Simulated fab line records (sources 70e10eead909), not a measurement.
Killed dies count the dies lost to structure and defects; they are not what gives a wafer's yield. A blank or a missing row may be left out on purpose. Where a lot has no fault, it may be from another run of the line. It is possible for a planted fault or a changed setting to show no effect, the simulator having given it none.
A struck lot beside a sound one | flow nand_harc | 42 out of 1302 route steps
Sound: wafers L406.3, L406.5, L406.6. The struck wafers were L411.1, L411.2, L411.6. The cause is given at the end.
For every step that has rows: the tool of each side, followed by ch and its chambers, followed by its first start. Under that, the readings that differ: sound wafers | struck wafers | difference of the means | sigmas: that difference in standard deviations of wafers without a fault.
alike: readings with means less than 2 such deviations apart, plus words and numbers identical on both sides. not compared: withheld readings, readings lacking a value on some wafer, bounds such as >300 that could conceal the same value, and numbers that have no deviation in the record and whose values overlap.
A row with sigmas, a row that says differs or no value, or rows on one side alone: a step with any of these is where the two part. Non-overlapping numbers with no deviation appear without sigmas and do not part them. A reading missing from all wafers of one side parts the sides only when that side holds two or more wafers.

NHARC_A_BONDPAD_INSPECT_23:
  sound on defect_inspect-02 at day 25 20:26; struck on defect_inspect-02 at day 28 04:35
  alike: raw_defect_count
then, 5 steps without rows for these wafers: NHARC_HYBRID_BOND_ACTIVATE_00 (chemistry N2, time 60 s); NHARC_HYBRID_BOND_PRECLEAN_01 (cleans in DIW, time 300 s); NHARC_HYBRID_BOND_SRD_02 (time 30 s, dry time 20 s); NHARC_HYBRID_BOND_BOND_03; NHARC_HYBRID_BOND_ANNEAL_04 (time 7200 s).
NHARC_HYBRID_BOND_OVL_MEAS_05:
  sound on overlay-01 at day 26 06:08; struck on overlay-01 at day 28 19:32
  alike: overlay_x_nm, overlay_y_nm
NHARC_HYBRID_BOND_INSPECT_06: inspects for defects (ir void).
  sound on defect_inspect-02 at day 26 06:11; struck on defect_inspect-01 at day 28 19:35
  alike: raw_defect_count
next, for these wafers, 1 step has no rows: NHARC_THIN_TSV_GRIND_00.
NHARC_THIN_TSV_CMP_01: polishes.
  sound on cmp-01 ch 1,2,3, day 26 07:36; struck on cmp-01 ch 0,2, day 28 22:11
  alike: motor_current_A
NHARC_THIN_TSV_THK_MEAS_02: measures by ir.
  sound on film_metro-02 at day 26 07:49; struck on film_metro-02 at day 28 22:25
  reading     | sound          | struck         | difference | sigmas
  thk_nm (nm) | 2959 3317 2742 | 2554 2556 2255 | -551       | -2
next, for these wafers, 1 step has no rows: NHARC_THIN_TSV_SRD_03.
NHARC_THIN_TSV_PRECLEAN_41: cleans in SC1.
  sound on wet_bench-10 ch 1,2,6, day 26 07:53; struck on wet_bench-08 ch 1,3,7, day 28 22:29
next, for these wafers, 1 step has no rows: NHARC_THIN_TSV_SRD_42.
NHARC_THIN_TSV_DEP_43: deposits SiO2, target thk 1328.5 nm.
  sound on pecvd-03 ch 0,1,2, day 26 08:08; struck on pecvd-01 ch 0,1, day 28 22:41
  alike: throttle_valve_pct
then, 8 steps without rows for these wafers: NHARC_THIN_TSV_DEHYDRATE_04 (time 120 s); NHARC_THIN_TSV_HMDS_05 (time 30 s); NHARC_THIN_TSV_COAT_06; NHARC_THIN_TSV_SOFTBAKE_07 (time 95 s); NHARC_THIN_TSV_EBR_08; NHARC_THIN_TSV_EXPOSE_09 (exposes mask TSV); NHARC_THIN_TSV_PEB_10 (peb time 85 s); NHARC_THIN_TSV_DEVELOP_11 (time 70 s).
NHARC_THIN_TSV_CD_MEAS_12 targets a cd of 1000 nm.
  sound on cd_sem-02 ch 0, day 26 08:53; struck on cd_sem-01 ch 0, day 28 23:23
  alike: cd_nm
then, 1 step without rows for these wafers: NHARC_THIN_TSV_HARDBAKE_13 (time 80 s).
NHARC_THIN_TSV_DESCUM_14: chemistry O2, time 3 s.
  sound on rie_diel-13 ch 1,2, day 26 09:03; struck on rie_diel-13 ch 0,1,2, day 28 23:34
  alike: drypump_motor_current_A, oes_product_au, rf_vpp_V, showerhead_plenum_p_Torr, throttle_valve_pct
  not compared: rf_hours_counter_h
then, 2 steps without rows for these wafers: NHARC_THIN_TSV_ETCH_44 (etches the open film in CF4/O2, target depth 1594.2 nm, time 797.1 s); NHARC_THIN_TSV_ETCH_15 (target depth 3000 nm, bosch target overetch cycles 2, bosch etch step 2.8 s).
NHARC_THIN_TSV_CD_MEAS_16:
  sound on cd_sem-03 at day 26 09:52; struck on cd_sem-02 at day 29 00:21
  alike: cd_nm
then, 8 steps without rows for these wafers: NHARC_THIN_TSV_STRIP_45 (strips in O2); NHARC_THIN_TSV_STRIP_46 (strips in post etch residue remover, time 1200 s); NHARC_THIN_TSV_DEP_47 (deposits SiO2, target thk 200 nm); NHARC_THIN_TSV_ETCHBACK_48 (etches the open film in C4F8/Ar, target depth 1028.5 nm, time 405.17 s); NHARC_THIN_TSV_STRIP_62 (strips in N2/H2, time 20 s); NHARC_THIN_TSV_DEGAS_49 (time 120 s); NHARC_THIN_TSV_PRE_CLEAN_50 (time 30 s); NHARC_THIN_TSV_PVD_19 (deposits TaN, target thk 20 nm).
NHARC_THIN_TSV_PVD_51: deposits Cu, target thk 100 nm.
  sound on pvd_sputter-01; struck on pvd_sputter-01
  alike: throttle_valve_pct
then, 1 step without rows for these wafers: NHARC_THIN_TSV_ECD_20 (material Cu, target thk 2000 nm).
NHARC_THIN_TSV_ANNEAL_52: time 90 s.
  sound on rtp_anneal-01 ch 0, day 26 13:02; struck on rtp_anneal-01 ch 0, day 29 03:25
  alike: anneal_temp_c, wafer_temp_C_max
then, 1 step without rows for these wafers: NHARC_THIN_TSV_CMP_21 (polishes, t overpolish 30 s, target thk 2000 nm).
NHARC_END_SORT_01:
  sound on prober-02 ch 0, day 27 01:34; struck on prober-01 ch 0, day 29 15:25
  reading                  | sound          | struck         | difference | sigmas
  defect_limited_yield (%) | 85.5 86.4 87.0 | 81.7 76.2 78.1 | -7.6       | -3
  killed_at_array          | 92 89 78       | 23 57 37       | -47        | -2
  killed_at_other          | 0 0 1          | 98 102 108     | +102       | +73
  killed_dies              | 98 92 88       | 124 161 148    | +52        | +3
  killed_open              | 6 7 3          | 1 3 0          | -4         | -2
  alike: killed_at_periphery, killed_short

== WHERE THEY PART ==
Earliest at NHARC_THIN_TSV_THK_MEAS_02; latest, in this record, at NHARC_END_SORT_01.

WHY: the cause the simulator had injected
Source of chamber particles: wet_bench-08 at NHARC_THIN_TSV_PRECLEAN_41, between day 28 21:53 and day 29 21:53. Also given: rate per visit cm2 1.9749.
